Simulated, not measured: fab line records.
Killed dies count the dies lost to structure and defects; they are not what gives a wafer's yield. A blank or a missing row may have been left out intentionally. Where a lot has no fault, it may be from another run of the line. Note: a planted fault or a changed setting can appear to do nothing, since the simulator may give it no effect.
Which tool was responsible? + flow n5 finfet + 9 lots, 25 wafers sampled, at 5 steps of a route of 1938

WHAT THE GAUGES READ, wafer by wafer
N5_BEOL_M4_RC_MEAS_101.
| lot  | measured     | on        | DIBL_N (mV/V)  | DIBL_P (mV/V)  | IOFF_N (nA/um) | IOFF_P (nA/um) | ION_N (uA/um) | ION_P (uA/um) | SS_N (mV/dec)  | SS_P (mV/dec)  | VT_N (mV)   | VT_P (mV)      |
|------|--------------|-----------|----------------|----------------|----------------|----------------|---------------|---------------|----------------|----------------|-------------|----------------|
| L930 | day 9 13:01  | prober-01 | 33.9 35.4 35.7 | 34.2 35.7 36.5 | 0.12 0.16 0.17 | 0.17 0.19 0.21 | 659 677 694   | 451 457 467   | 71.3 71.1 70.8 | 73.7 73.4 73.6 | 252 250 246 | -257 -253 -252 |
| L931 | day 9 15:42  | prober-02 | 33.4 30.8 33.7 | 33.8 32.2 34.7 | 0.13 0.10 0.14 | 0.17 0.16 0.19 | 678 659 679   | 460 462 465   | 70.8 70.2 70.8 | 72.1 72.1 72.4 | 252 257 249 | -251 -254 -253 |
| L932 | day 9 10:32  | prober-01 | 38.5 39.2      | 37.1 37.9      | 0.18 0.21      | 0.22 0.24      | 671 679       | 458 458       | 72.7 71.8      | 73.8 73.9      | 247 248     | -250 -246      |
| L935 | day 10 20:53 | prober-02 | 37.0 36.6 34.1 | 39.5 38.0 35.2 | 0.18 0.17 0.13 | 0.26 0.23 0.19 | 667 674 660   | 465 460 463   | 72.0 71.6 71.6 | 74.1 74.1 72.9 | 252 248 254 | -250 -251 -254 |
| L938 | day 11 00:42 | prober-01 | 38.1 38.7 37.8 | 37.4 40.3 39.1 | 0.20 0.22 0.19 | 0.21 0.26 0.23 | 667 690 677   | 455 466 459   | 72.1 71.9 71.7 | 73.1 74.4 73.5 | 250 244 248 | -252 -246 -252 |
| L943 | day 12 06:52 | prober-01 | 37.0 35.4 37.6 | 37.3 34.3 37.9 | 0.17 0.15 0.19 | 0.23 0.19 0.25 | 671 675 684   | 464 463 467   | 72.0 71.1 72.0 | 73.7 72.8 73.7 | 249 248 248 | -248 -253 -249 |
| L942 | day 12 07:36 | prober-02 | 37.4 40.8      | 37.5 40.8      | 0.16 0.24      | 0.22 0.28      | 669 692       | 457 470       | 71.3 72.7      | 73.8 74.1      | 252 244     | -249 -248      |
| L941 | day 12 09:06 | prober-02 | 31.8 35.7 34.3 | 33.3 37.8 35.4 | 0.11 0.16 0.15 | 0.16 0.22 0.19 | 651 663 670   | 452 458 457   | 70.9 72.4 71.0 | 73.1 73.2 73.0 | 254 248 251 | -254 -252 -253 |
| L953 | day 15 05:06 | prober-01 | 36.0 37.5 36.2 | 35.5 37.4 36.2 | 0.14 0.18 0.16 | 0.20 0.24 0.21 | 676 682 678   | 466 473 466   | 70.8 71.7 71.3 | 73.0 73.2 73.0 | 251 249 250 | -249 -247 -248 |

TOOL THAT RAN EACH LOT (tool first, then ch and the chambers of the sampled wafers, then the start)
| lot  | N5_BEOL_M4_HM_OPEN_17             | N5_BEOL_M4_ETCH_77                 | N5_BEOL_M4_ETCH_70                 | N5_BEOL_M4_VIA_ETCH_34             |
|------|-----------------------------------|------------------------------------|------------------------------------|------------------------------------|
| L930 | rie metal-02 ch 0,1, day 8 07:46  | rie diel-04 ch 2,3, day 8 08:37    | rie diel-03 ch 0,2,3, day 9 06:16  | rie diel-03 ch 0,2,3, day 9 06:22  |
| L931 | rie metal-01 ch 0,1, day 8 22:39  | rie diel-06 ch 0,1, day 8 23:19    | rie diel-03 ch 1,3, day 9 10:57    | rie diel-03 ch 1,3, day 9 11:03    |
| L932 | rie metal-01 ch 0,1, day 9 02:15  | rie diel-04 ch 0,3, day 9 02:55    | rie diel-04 ch 0,2, day 9 05:59    | rie diel-04 ch 0,2, day 9 06:06    |
| L935 | rie metal-01 ch 0,1, day 9 23:57  | rie diel-04 ch 0,1, day 10 00:37   | rie diel-04 ch 2,3, day 10 15:26   | rie diel-04 ch 2,3, day 10 15:32   |
| L938 | rie metal-01 ch 0,1, day 10 12:41 | rie diel-03 ch 1,2,3, day 10 13:33 | rie diel-03 ch 2,3, day 10 19:02   | rie diel-03 ch 2,3, day 10 19:08   |
| L943 | rie metal-03 ch 1, day 11 16:07   | rie diel-04 ch 0,2, day 11 17:54   | rie diel-03 ch 0,2,3, day 12 02:22 | rie diel-03 ch 0,2,3, day 12 02:29 |
| L942 | rie metal-03 ch 0,1, day 11 17:36 | rie diel-03 ch 0, day 11 18:28     | rie diel-06 ch 0,1, day 12 02:41   | rie diel-06 ch 0,1, day 12 02:47   |
| L941 | rie metal-01 ch 0,1, day 11 20:55 | rie diel-06 ch 0,3, day 11 21:42   | rie diel-03 ch 2,3, day 12 02:49   | rie diel-03 ch 2,3, day 12 02:55   |
| L953 | rie metal-02 ch 0, day 14 00:49   | rie diel-04 ch 0,1,2, day 14 01:46 | rie diel-03 ch 0,2,3, day 15 00:29 | rie diel-03 ch 0,2,3, day 15 00:35 |
- N5_BEOL_M4_HM_OPEN_17: chemistry Cl2/BCl3, target TiN, target depth 20 nm, overetch 6 nm.
- N5_BEOL_M4_ETCH_77: etches underlayer in N2/H2, target depth 6.5 nm, time 5.2 s.
- N5_BEOL_M4_ETCH_70: etches SOC in N2/H2, target depth 80 nm, overetch 24 nm, time 130 s.
- N5_BEOL_M4_VIA_ETCH_34: etches the open film in C4F6/O2, target depth 69.4 nm, time 65.9 s.

WHAT THE TOOLS THEMSELVES READ (means of the sampled wafers that have a number; where no wafer has one, the mark that the record gives instead)
N5_BEOL_M4_HM_OPEN_17.
| lot  | tool         | drypump motor current A (A) | oes product au (a.u.) | throttle valve pct (%) |
|------|--------------|-----------------------------|-----------------------|------------------------|
| L930 | rie metal-02 | 5.8                         | 0.68                  | 21.96                  |
| L931 | rie metal-01 | 5.6                         | 0.58                  | 22.31                  |
| L932 | rie metal-01 | 5.9                         | 0.58                  | 22.35                  |
| L935 | rie metal-01 | 5.7                         | 0.57                  | 22.32                  |
| L938 | rie metal-01 | 5.6                         | 0.57                  | 22.31                  |
| L943 | rie metal-03 | 5.1                         | 0.63                  | 21.99                  |
| L942 | rie metal-03 | 5.2                         | 0.73                  | 22.07                  |
| L941 | rie metal-01 | 6.2                         | 0.62                  | 22.37                  |
| L953 | rie metal-02 | 5.7                         | 0.71                  | 21.83                  |

N5_BEOL_M4_ETCH_77.
| lot  | tool        | drypump motor current A (A) | etch rf on time s (s) | oes product au (a.u.) | rf vpp V (V) | showerhead plenum p Torr (Torr) | throttle valve pct (%) |
|------|-------------|-----------------------------|-----------------------|-----------------------|--------------|---------------------------------|------------------------|
| L930 | rie diel-04 | 6.1                         | 5.29                  | 0.60                  | 523.8        | 2.52                            | 17.82                  |
| L931 | rie diel-06 | 5.5                         | 5.14                  | 0.78                  | 526.4        | 2.63                            | 17.75                  |
| L932 | rie diel-04 | 5.3                         | 5.21                  | 0.65                  | 523.5        | 2.49                            | 17.75                  |
| L935 | rie diel-04 | 5.4                         | 5.20                  | 0.66                  | 520.4        | 2.43                            | 17.64                  |
| L938 | rie diel-03 | 5.9                         | 5.23                  | 0.68                  | 522.2        | 2.48                            | 17.70                  |
| L943 | rie diel-04 | 6.2                         | 5.27                  | 0.60                  | 523.5        | 2.48                            | 18.19                  |
| L942 | rie diel-03 | 5.2                         | 5.31                  | 0.65                  | 526.8        | 2.63                            | 17.81                  |
| L941 | rie diel-06 | 5.2                         | 5.17                  | 0.75                  | 527.0        | 2.61                            | 17.85                  |
| L953 | rie diel-04 | 5.8                         | 5.70                  | 0.67                  | 521.3        | 2.45                            | 17.81                  |

N5_BEOL_M4_ETCH_70.
| lot  | tool        | drypump motor current A (A) | oes product au (a.u.) | rf vpp V (V) | showerhead plenum p Torr (Torr) | throttle valve pct (%) |
|------|-------------|-----------------------------|-----------------------|--------------|---------------------------------|------------------------|
| L930 | rie diel-03 | 5.5                         | 0.59                  | 522.2        | 2.52                            | 17.77                  |
| L931 | rie diel-03 | 6.1                         | 0.59                  | 523.1        | 2.52                            | 17.49                  |
| L932 | rie diel-04 | 5.9                         | 0.55                  | 522.5        | 2.48                            | 18.05                  |
| L935 | rie diel-04 | 6.1                         | 0.50                  | 523.1        | 2.51                            | 17.83                  |
| L938 | rie diel-03 | 5.6                         | 0.60                  | 521.3        | 2.45                            | 17.84                  |
| L943 | rie diel-03 | 5.5                         | 0.58                  | 523.9        | 2.51                            | 17.81                  |
| L942 | rie diel-06 | 5.6                         | 0.63                  | 526.3        | 2.63                            | 17.75                  |
| L941 | rie diel-03 | 5.6                         | 0.59                  | 521.4        | 2.45                            | 17.88                  |
| L953 | rie diel-03 | 5.5                         | 0.56                  | 523.1        | 2.50                            | 17.85                  |

N5_BEOL_M4_VIA_ETCH_34.
| lot  | tool        | drypump motor current A (A) | oes product au (a.u.) | rf vpp V (V) | showerhead plenum p Torr (Torr) | throttle valve pct (%) |
|------|-------------|-----------------------------|-----------------------|--------------|---------------------------------|------------------------|
| L930 | rie diel-03 | 5.5                         | 0.80                  | 669          | 2.83                            | 30.80                  |
| L931 | rie diel-03 | 6.1                         | 0.80                  | 672          | 2.84                            | 30.74                  |
| L932 | rie diel-04 | 5.8                         | 0.74                  | 658          | 2.79                            | 31.12                  |
| L935 | rie diel-04 | 6.1                         | 0.68                  | 658          | 2.84                            | 30.87                  |
| L938 | rie diel-03 | 5.6                         | 0.80                  | 673          | 2.74                            | 30.75                  |
| L943 | rie diel-03 | 5.5                         | 0.78                  | 668          | 2.81                            | 30.82                  |
| L942 | rie diel-06 | 5.6                         | 0.86                  | 670          | 2.93                            | 30.70                  |
| L941 | rie diel-03 | 5.6                         | 0.79                  | 674          | 2.74                            | 30.77                  |
| L953 | rie diel-03 | 5.5                         | 0.76                  | 668          | 2.80                            | 30.84                  |

THE ANSWER, worked out from the rows above alone
Rule: usual is defined by the lots themselves. Put in order of their means at a reading, lots are off if they are a third of the lots or fewer, leave a main group of 4 or more, and stand apart from it by a gap of 3 or more times the standard deviation of the main group's means; of several such gaps the widest counts. The tables above print the reading to a certain number of digits; a main group whose means all agree to those digits is not used. Also off: a lot with no number at a reading for which 4 or more lots have one. All remaining lots with rows at the step are treated as sound. Order of review: gauges by route order, followed by the tools' own readings, for which a lot's mean as printed above is used. The first step at which some lot is off is used, and at that step the reading that is off furthest; a lot without a number counts as furthest.
Off at N5_BEOL_M4_ETCH_77 (etch rf on time s): L953. Main group: mean 5.23 s, sd 0.055.
If a tool, at that step or one of the process steps before it, ran each lot that is off and ran no sound lot following the first of them, it fits. 2 tools fit, rie metal-02 at N5_BEOL_M4_HM_OPEN_17 and rie diel-04 at N5_BEOL_M4_ETCH_77, so this cannot tell which one it is.

WHAT THE SIMULATOR HAD INSERTED
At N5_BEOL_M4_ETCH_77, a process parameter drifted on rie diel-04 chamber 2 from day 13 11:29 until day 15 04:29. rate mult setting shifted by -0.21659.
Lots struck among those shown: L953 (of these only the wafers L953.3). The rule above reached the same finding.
